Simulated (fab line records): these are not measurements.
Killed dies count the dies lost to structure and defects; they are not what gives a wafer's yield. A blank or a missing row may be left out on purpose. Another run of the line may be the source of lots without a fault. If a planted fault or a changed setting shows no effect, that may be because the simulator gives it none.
Struck lot and sound lot, side by side ; flow n5Finfet ; 40 steps out of a route of 1938
Sound: wafers L250.2, L250.3, L250.4. Wafers L240.1, L240.4, L240.5 were the ones struck. Last of all comes the cause.
Each step with rows lists, per side, the tool, then ch with its chambers, then its first start. Under that, the readings that differ: sound wafers ; struck wafers ; difference of the means ; sigmas: that difference in standard deviations of wafers without a fault.
alike: readings with means less than 2 such deviations apart, plus words and numbers identical on both sides. not compared: withheld readings, readings lacking a value on some wafer, bounds such as >300 that could conceal the same value, and numbers that have no deviation in the record and whose values overlap.
Wherever a step has rows on one side only, a row that says differs or no value, or a row with sigmas, the two part there. When numbers do not overlap yet have no deviation, they are printed without sigmas and do not part them. A reading missing from all wafers of one side parts the sides only when that side holds two or more wafers.

first, 12 steps without rows for these wafers: N5_HKMG_FIN_DESCUM_53 (chemistry O2, time 7.9 s); N5_HKMG_FIN_ETCH_54 (etches SiARC in CF4, target depth 45.5 nm, time 75.8 s); N5_HKMG_FIN_ETCH_55 (etches SOC in N2/H2, target depth 240 nm, time 300 s); N5_HKMG_FIN_STRIP_56 (strips in N2/H2); N5_HKMG_FIN_STRIP_57 (strips in CF4); N5_HKMG_FIN_ETCH_58 (etches SOC in N2/H2, target depth 215.8 nm, time 741 s); N5_HKMG_FIN_STRIP_93 (strips SOC in N2/H2, time 20 s); N5_HKMG_FIN_WET_ETCH_76 (etches Al2O3 in dNH4OH, stops on La2O3, target depth 2.25 nm, rinse time 30 s); N5_HKMG_FIN_STRIP_60 (strips in N2/H2, time 360 s); N5_HKMG_FIN_WET_ETCH_77 (etches La2O3 in dHCl, stops on HfO2, target depth 2 nm); N5_HKMG_FIN_WET_ETCH_78 (etches Al2O3 in dNH4OH, stops on La2O3, target depth 4.5 nm, rinse time 30 s); N5_HKMG_FIN_ALD_79 (deposits TiN, target thk 1.5 nm, pulse time 1 s, purge time 3 s).
N5_HKMG_FIN_CVD_62: deposits a-Si from Si2H6, target thk 3 nm, time 20.8 s.
  sound on thermalCvdSi-01 ch 0,1, day 8 03:18; struck on thermalCvdSi-02 ch 0,1,2, day 5 18:19
reading;sound;struck;difference;sigmas
susceptorTempC (C);500.09 500.04 500.04;513.92 514.23 513.95;+13.98;+52
model.a-Si_of_HKMG_FIN_CVD_62.thkNm (nm);3 3 3;4.4 4.6 4.6;+1.5;
  alike: heaterPowerW
then, 25 steps without rows for these wafers: N5_HKMG_FIN_RTA_80 (time 2 s); N5_HKMG_FIN_PRECLEAN_64 (cleans in dHF, time 30 s); N5_HKMG_FIN_WET_ETCH_65 (etches a-Si in TMAH, stops on TiN, time 49 s, target depth 3 nm); N5_HKMG_FIN_WET_ETCH_81 (etches TiN in SC1, stops on HfO2, time 57 s, target depth 6 nm); N5_HKMG_FIN_WET_ETCH_82 (etches La2O3 in dHCl, stops on HfO2, target depth 2 nm, rinse time 30 s); N5_HKMG_FIN_ALD_36 (deposits TiN, target thk 1 nm, pulse time 1 s, purge time 3 s); N5_HKMG_FIN_PWFM_ALD_03 (deposits TiN, target thk 2 nm, pulse time 1 s, purge time 3 s); N5_HKMG_FIN_COAT_29 (time 60 s, resist thk 300 nm); N5_HKMG_FIN_COAT_30 (time 60 s, resist thk 35 nm); N5_HKMG_FIN_COAT_06 (resist thk 90 nm); N5_HKMG_FIN_EBR_08; N5_HKMG_FIN_SOFTBAKE_07 (time 60 s); N5_HKMG_FIN_EXPOSE_09 (exposes mask NWFM); N5_HKMG_FIN_PEB_10 (peb time 60 s); N5_HKMG_FIN_DEVELOP_11 (develop time 30 s); N5_HKMG_FIN_DESCUM_17 (chemistry O2, time 7.9 s); N5_HKMG_FIN_ETCH_31 (etches SiARC in CF4, target depth 45.5 nm, time 75.8 s); N5_HKMG_FIN_ETCH_32 (etches SOC in N2/H2, target depth 240 nm, time 300 s); N5_HKMG_FIN_STRIP_33 (strips in N2/H2); N5_HKMG_FIN_STRIP_34 (strips in CF4); N5_HKMG_FIN_ETCH_35 (etches SOC in N2/H2, target depth 215.8 nm, time 243.4 s); N5_HKMG_FIN_STRIP_92 (strips SOC in N2/H2, time 20 s); N5_HKMG_FIN_WET_ETCH_18 (etches TiN in SC1, time 55 s, target depth 5.2 nm, rinse time 30 s); N5_HKMG_FIN_STRIP_19 (strips in N2/H2, time 360 s); N5_HKMG_FIN_ALD_91 (deposits TiN, target thk 1 nm, pulse time 1 s, purge time 3 s).
-- here the record skips 4 days between the struck wafers' starts before and after, leaving off in module HKMG_FIN and picking up in module BEOL_M4 (first step shown: number 1111 of the route) --
N5_BEOL_M4_RC_MEAS_101:
  sound on prober-02 ch 0, day 12 05:26; struck on prober-02 ch 0, day 9 15:28
reading;sound;struck;difference;sigmas
EOT_P;10.43 10.54 10.43;10.83 10.93 10.76;+0.37;+4
IGATE_P (nA/um);0.0050 0.0036 0.0037;0.0008 0.0007 0.0007;-0.0034;-7
IOFF_N (nA/um);0.148 0.150 0.145;0.001 0.001 0.001;-0.147;-6
IOFF_N_85C (nA/um);2.9 3.0 2.9;0.0 0.0 0.0;-2.9;-7
IOFF_N_LIN (nA/um);0.067 0.069 0.067;0.000 0.000 0.000;-0.068;-6
IOFF_N_LONG (nA/um);5.4e-05 5.4e-05 5.5e-05;2.4e-05 2.5e-05 2.5e-05;-3.0e-05;-10
IOFF_P (nA/um);0.20 0.21 0.20;2.21 2.24 2.17;+2.00;+54
IOFF_P_85C (nA/um);3.5 3.7 3.5;26.4 26.3 26.1;+22.7;+41
IOFF_P_LIN (nA/um);0.095 0.097 0.095;1.040 1.034 1.021;+0.936;+67
IOFF_P_LONG (nA/um);0.000106 0.000102 0.000104;0.000466 0.000471 0.00047;+0.000365;+38
ION_N (uA/um);672 667 675;351 357 360;-315;-29
ION_P (uA/um);463 461 463;551 547 546;+86;+11
VT_N (mV);253 250 251;394 397 401;+146;+46
VT_N_LONG (mV);275.3 278.0 274.4;423.7 422.0 423.7;+147.2;+67
VT_N_LVT (mV);102 102 103;245 244 245;+142;+43
VT_P (mV);-249 -252 -249;-184 -186 -185;+65;+18
VT_P_LONG (mV);-276 -276 -275;-227 -228 -228;+48;+15
VT_P_LVT (mV);-103 -102 -103;-34 -35 -35;+68;+21
  alike: DIBL_N, DIBL_P, SS_N, SS_P
-- here the record skips 4 days between the struck wafers' starts before and after, leaving off in module BEOL_M4 and picking up in module PASSIVATION (first step shown: number 1936 of the route) --
N5_PASSIVATION_PROBE_49:
  sound on prober-02 at day 16 22:26; struck on prober-02 at day 14 03:12
reading;sound;struck;difference;sigmas
defectLimitedYield (%);89.7 88.7 87.0;92.6 92.6 89.6;+3.1;+2
killed_at_M0_to_M3;52 58 76;33 30 45;-26;-2
killedDies;121 133 153;87 87 123;-37;-2
sort_bin_4_leakage (%);0 0 0;92.63 92.63 89.58;+91.61;
sort_bin_6_memory (%);4.0 4.4 4.8;2.7 2.2 4.5;-1.3;-2
sortNPass;1059 1047 1027;0 0 0;-1044;-61
sortYieldPct (%);89.7 88.7 87.0;0 0 0;-88;-59
  alike: killed_at_M4_up, killedAtContacts, killedAtFrontEnd, killedAtOther, killedOpen, killedShort, sort_bin_5_function, sort_bin_8_speed

== WHERE THEY PART ==
Earliest at N5_HKMG_FIN_CVD_62; latest, in this record, at N5_PASSIVATION_PROBE_49.

WHY: what the simulator had put in
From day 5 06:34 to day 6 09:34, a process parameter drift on thermalCvdSi-02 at N5_HKMG_FIN_CVD_62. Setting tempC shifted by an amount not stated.
